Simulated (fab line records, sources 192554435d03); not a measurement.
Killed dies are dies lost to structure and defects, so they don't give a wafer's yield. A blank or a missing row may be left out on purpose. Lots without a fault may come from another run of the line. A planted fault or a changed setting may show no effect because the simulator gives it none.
fab line records | flow n5_finfet
record lots=11 wafers=33 last_day=19
route steps=1938 shown BEOL_M14@1716
lots that met no fault: from a run of the same line without faults
start_h: hours from the record's first day to the start of the lot's first wafer shown | wait_h: hours since the lot's step before | " the same as in the row above | L1.1+2: a row that stands for several wafers | - no value, or no start given | * or withheld: withheld | < > ~ a bound
route shown NAME@n: a module of which the file shows steps, and the number in the route of the first | usual: mean/standard deviation of fault-free wafers | same: alike in all rows | chamber/n: place in a boat | sites: the reading at each site | _std_site: their standard deviation | _edge_site: outer sites' mean less inner sites' | radius_mm: how far each site lies from the wafer's centre | mask NAME#n: copy n | behind: the tool/chamber that last shaped the wafer | hold: why the lot was held/for how many hours/how that ended | device: the transistor (n, p or np) that didn't switch | end of line: the same wafers' tests at the end of the route | a step without rows: its recipe alone | killed: dies lost to structure and defects at the first sort, not the wafer's yield | map: a wafer's dies, x killed, . not, _ none there
set.NAME: the setting as run; set.NAME@STEP: as run at that earlier step | model.NAME: the simulator's own value behind a step, which no gauge read
steps of the route over a sample of lots; a table a step, a row a wafer
services: from which hour (start_h, from the record's first day; less than 0 if before it) a tool's chamber was out of use, for how many hours, and why
## steps
# step N5_BEOL_M14_ILD_DEP_00
# recipe material=SiO2 target_thk_a=11193 temp_c=400 precursor=TEOS/O2 pressure_torr=6.5 rf_w=900 teos_flow_sccm=161.4 gas=O2 flow_sccm=2650 time_s=237.4
# usual heater_power_w=528/88 showerhead_plenum_p_Torr=8.35/0.039 throttle_valve_pct=18.9/1.4
# columns lot.wafer tool chamber start_h wait_h heater_power_w showerhead_plenum_p_Torr throttle_valve_pct
L425.1 pecvd-04 2 259.64 0.0 360 8.32 18.4
L425.2 " 0 " " 608 8.32 18.1
L425.3 " 1 " " 623 8.43 19.5
L426.1 pecvd-04 1 264.15 0.0 632 8.44 19.4
L426.4 " 2 " " 442 8.32 18.7
L426.5 " 0 " " 597 8.35 18.3
L430.3 pecvd-03 0 277.51 0.0 511 8.35 17.6
L430.4 " 2 " " 488 8.32 17.3
L430.6 " 1 " " 511 8.40 21.2
L435.1 pecvd-03 0 328.05 0.0 532 8.35 17.6
L435.2 " 1 " " 381 8.37 21.6
L435.5 " 0 " " 574 8.35 17.6
L437.1 pecvd-02 0 333.45 0.0 502 8.31 18.6
L437.4 " 2 " " 536 8.39 17.3
L437.5 " 2 " " 639 8.41 17.1
L436.1 pecvd-03 2 346.67 0.0 591 8.32 17.9
L436.2 " 0 " " 571 8.38 17.9
L436.6 " 0 " " 437 8.34 18.0
L439.1 pecvd-02 1 354.55 0.0 536 8.31 21.1
L439.2 " 0 " " 491 8.32 18.9
L439.5 " 1 " " 579 8.32 20.8
L440.1 pecvd-03 2 362.43 0.0 594 8.35 17.7
L440.2 " 0 " " 492 8.39 17.9
L440.5 " 1 " " 513 8.37 21.5
L444.3 pecvd-02 2 390.78 0.0 682 8.39 17.4
L444.5 " 2 " " 535 8.40 17.1
L444.6 " 0 " " 383 8.32 19.0
L447.1 pecvd-03 0 412.28 0.0 503 8.34 17.7
L447.2 " 1 " " 464 8.38 21.5
L447.3 " 2 " " 569 8.32 17.9
L448.2 pecvd-02 1 422.74 0.0 576 8.34 21.1
L448.4 " 2 " " 556 8.41 17.2
L448.6 " 0 " " 381 8.30 18.8
# step N5_BEOL_M14_OVL_MEAS_29
# recipe points_per_wafer=44
# usual M14_OVL=3/5.4
# columns lot.wafer tool chamber start_h wait_h M14_OVL[nm]
L425.1 overlay-02 0 261.15 0.0 2
L425.2 " 0 " " 10
L425.3 " 0 " " 3
L426.1 overlay-01 0 265.78 0.0 2
L426.4 " 0 " " 2
L426.5 " 0 " " 0
L430.3 overlay-02 0 279.01 0.0 -5
L430.4 " 0 " " -1
L430.6 " 0 " " 1
L435.1 overlay-01 0 329.64 0.0 5
L435.2 " 0 " " 6
L435.5 " 0 " " 0
L437.1 overlay-01 0 335.03 0.0 10
L437.4 " 0 " " 8
L437.5 " 0 " " 10
L436.1 overlay-01 0 348.21 0.0 -6
L436.2 " 0 " " 11
L436.6 " 0 " " 7
L439.1 overlay-01 0 356.17 0.0 -3
L439.2 " 0 " " 2
L439.5 " 0 " " -1
L440.1 overlay-01 0 363.96 0.0 7
L440.2 " 0 " " -3
L440.5 " 0 " " 5
L444.3 overlay-02 0 392.16 0.0 -1
L444.5 " 0 " " 0
L444.6 " 0 " " 8
L447.1 overlay-01 0 413.93 0.0 2
L447.2 " 0 " " 2
L447.3 " 0 " " 6
L448.2 overlay-01 0 424.12 0.0 11
L448.4 " 0 " " 12
L448.6 " 0 " " 8
# step N5_BEOL_M14_SPUTTER_44
# recipe material=Ta target_thk_a=150 temp_c=50 bias_v=80 power_w=15000 chamber_pressure_pa=0.07 time_s=24.19
# usual cathode_dc_power_W=15000/2.6 chamber_pressure_pa=0.06997/0.00014 throttle_valve_pct=30.0/1.2
# columns lot.wafer tool chamber start_h wait_h cathode_dc_power_W chamber_pressure_pa throttle_valve_pct
L425.1 pvd_sputter-02 - 263.83 0.0 14999 0.07012 31.4
L425.2 " - " " 14998 0.06988 29.2
L425.3 " - " " 14998 0.07042 31.5
L426.1 pvd_sputter-02 - 267.31 0.0 15005 0.07004 29.1
L426.4 " - " " 14998 0.06978 31.8
L426.5 " - " " 15000 0.07013 29.2
L430.3 pvd_sputter-03 - 287.37 0.0 15000 0.06997 30.1
L430.4 " - " " 15001 0.06982 30.3
L430.6 " - " " 14998 0.06998 30.9
L435.1 pvd_sputter-02 - 331.11 0.0 14997 0.06996 29.0
L435.2 " - " " 15004 0.07014 31.7
L435.5 " - " " 10767 0.07001 31.7
L437.1 pvd_sputter-02 - 336.18 0.0 15000 0.07019 31.4
L437.4 " - " " 10768 0.06994 31.6
L437.5 " - " " 15000 0.06985 29.4
L436.1 pvd_sputter-02 - 351.03 0.0 15006 0.06995 28.9
L436.2 " - " " 10764 0.06992 31.7
L436.6 " - " " 15002 0.06998 29.5
L439.1 pvd_sputter-01 - 359.65 0.0 15001 0.06994 29.0
L439.2 " - " " 14997 0.07007 27.7
L439.5 " - " " 15004 0.07005 27.7
L440.1 pvd_sputter-01 - 365.84 0.0 15002 0.07006 27.6
L440.2 " - " " 15003 0.0698 30.6
L440.5 " - " " 15005 0.06985 27.6
L444.3 pvd_sputter-01 - 393.54 0.0 14998 0.06995 30.9
L444.5 " - " " 14999 0.06988 30.7
L444.6 " - " " 14999 0.07037 29.9
L447.1 pvd_sputter-01 - 418.03 0.0 14997 0.07011 30.0
L447.2 " - " " 14998 0.06979 27.8
L447.3 " - " " 15001 0.06975 30.9
L448.2 pvd_sputter-01 - 425.33 0.0 14999 0.06993 29.9
L448.4 " - " " 15003 0.06983 27.5
L448.6 " - " " 15001 0.06997 30.3
# step N5_BEOL_M14_ANNEAL_48
# recipe temp_c=225 time_s=90 ambient=N2
# usual wafer_temp_C_max=226.3/0.41
# columns lot.wafer tool chamber start_h wait_h wafer_temp_C_max
L425.1 rtp_anneal-01 0 264.48 0.4 226.2
L425.2 " 0 " " 226.0
L425.3 " 0 " " 226.3
L426.1 rtp_anneal-01 0 268.27 0.7 226.1
L426.4 " 0 " " 226.1
L426.5 " 0 " " 226.3
L430.3 rtp_anneal-02 0 287.85 0.2 227.0
L430.4 " 0 " " 226.8
L430.6 " 0 " " 226.6
L435.1 rtp_anneal-01 0 333.19 1.8 226.3
L435.2 " 0 " " 226.6
L435.5 " 0 " " 225.9
L437.1 rtp_anneal-02 0 336.93 0.5 227.0
L437.4 " 0 " " 226.7
L437.5 " 0 " " 226.4
L436.1 rtp_anneal-01 0 351.47 0.2 226.0
L436.2 " 0 " " 225.8
L436.6 " 0 " " 226.5
L439.1 rtp_anneal-01 0 361.10 1.2 226.3
L439.2 " 0 " " 226.2
L439.5 " 0 " " 225.9
L440.1 rtp_anneal-01 0 366.41 0.3 226.0
L440.2 " 0 " " 226.5
L440.5 " 0 " " 226.4
L444.3 rtp_anneal-02 0 395.04 1.2 226.4
L444.5 " 0 " " 227.2
L444.6 " 0 " " 226.9
L447.1 rtp_anneal-01 0 419.55 1.3 226.0
L447.2 " 0 " " 225.7
L447.3 " 0 " " 226.1
L448.2 rtp_anneal-02 0 426.38 0.8 227.1
L448.4 " 0 " " 227.3
L448.6 " 0 " " 227.8
# step N5_BEOL_M14_CMP_49
# recipe stop_on=SiO2 t_overpolish_s=5.2 down_force_psi=2 platen_rpm=80 clearing_platen_down_force_psi=2 clearing_platen_rpm=80 post_cmp_clean=cu_alkaline target_thk_nm=560 clearing_platen_pad_velocity_m_s=1.5917 pad_velocity_m_s=1.5917
# usual barrier_field_endpoint_s=11.36/0.23 motor_current_A=8.1/0.67 pad_life_wafers=1158/510
# columns lot.wafer tool chamber start_h wait_h barrier_field_endpoint_s motor_current_A pad_life_wafers
L425.3 cmp-03 0 264.77 0.2 11.59 8.9 864
L425.2 " 2 " " 11.71 8.6 866
L425.1 " 3 " " 11.86 8.3 867
L426.4 cmp-03 0 268.60 0.2 11.29 8.6 895
L426.1 " 2 " " 11.16 8.5 897
L426.5 " 0 " " 11.24 8.8 -
L430.3 cmp-04 3 288.05 0.2 11.08 7.8 1848
L430.4 " 2 " " 11.32 8.9 1851
L430.6 " 3 " " 10.92 7.7 -
L435.1 cmp-03 2 333.57 0.3 11.52 8.5 1364
L435.2 " 3 " " 11.35 7.9 1365
L435.5 " 0 " " 9.78 8.8 -
L437.1 cmp-01 0 337.50 0.5 11.44 7.3 780
L437.4 " 3 " " 9.73 6.9 783
L437.5 " 0 " " 11.39 7.7 -
L436.2 cmp-04 1 351.77 0.2 9.86 8.0 276
L436.1 " 3 " " 11.18 8.1 278
L436.6 " 1 " " 11.46 8.0 -
L439.2 cmp-03 0 361.40 0.2 11.75 8.7 1572
L439.1 " 2 " " 11.50 8.4 1574
L439.5 " 0 " " 11.50 8.7 -
L440.1 cmp-01 1 366.70 0.3 11.47 9.2 1008
L440.2 " 2 " " 11.47 7.5 1009
L440.5 " 2 " " 11.62 8.1 -
L444.3 cmp-01 3 395.46 0.3 11.27 6.7 1225
L444.6 " 2 " " 11.60 7.9 -
L444.5 " 3 " " 11.50 6.6 -
L447.2 cmp-03 1 419.84 0.2 11.06 8.6 2004
L447.1 " 2 " " 10.87 8.8 2005
L447.3 " 0 " " 10.86 8.7 2007
L448.4 cmp-01 3 426.65 0.1 11.42 7.0 1500
L448.2 " 1 " " 11.19 9.0 1502
L448.6 " 3 " " 11.20 7.0 -
## services
# columns tool chamber start_h hours kind
cmp-01 - 237.79 4.0 pm
cmp-01 - 241.79 - consumable_replace:conditioner
cmp-01 - 241.79 - consumable_replace:pad
cmp-04 - 255.24 0.7 repair
pecvd-04 0 256.22 2.1 scheduled_down
pecvd-02 0 259.09 5.5 scheduled_down
pecvd-04 2 264.65 2.1 scheduled_down
pecvd-03 0 279.12 5.2 repair
pecvd-03 - 297.02 5.5 pm
cmp-03 - 297.74 5.6 repair
pecvd-02 0 298.21 2.1 scheduled_down
cmp-04 - 306.38 0.4 repair
cmp-04 - 314.71 4.0 pm
pecvd-04 1 317.67 5.5 scheduled_down
cmp-04 - 318.71 - consumable_replace:conditioner
cmp-04 - 318.71 - consumable_replace:pad
pecvd-02 1 325.62 5.5 scheduled_down
rtp_anneal-01 - 326.99 4.0 pm
pecvd-02 1 333.33 8.4 repair
cmp-01 - 343.50 0.9 repair
pecvd-04 0 344.39 3.6 repair
cmp-03 - 363.75 4.2 pm
cmp-04 - 408.43 2.8 repair
pvd_sputter-01 - 415.17 1.8 repair
## key
first_sign step=N5_BEOL_M14_SPUTTER_44 reading=cathode_dc_power_W direction=down sigmas=99+ usual=* struck=*
effect step=N5_BEOL_M14_CMP_49 reading=barrier_field_endpoint_s direction=down sigmas=6.7 usual=11.36 struck=9.79
met_at N5_BEOL_M14_SPUTTER_44
struck_lots L435,L436,L437
struck_wafers L435.5,L436.2,L437.4
not_acting_at N5_BEOL_M14_ILD_DEP_00,N5_BEOL_M14_OVL_MEAS_29,N5_BEOL_M14_ANNEAL_48
onset_between 263.83 331.11
fault kind=process_parameter_drift tool=pvd_sputter-02 chamber=- onset_h=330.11 steps=N5_BEOL_M14_SPUTTER_44 channel=power_w offset=* shape=step end_h=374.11 acts_in=* stated=* scope=struck_wafers_only
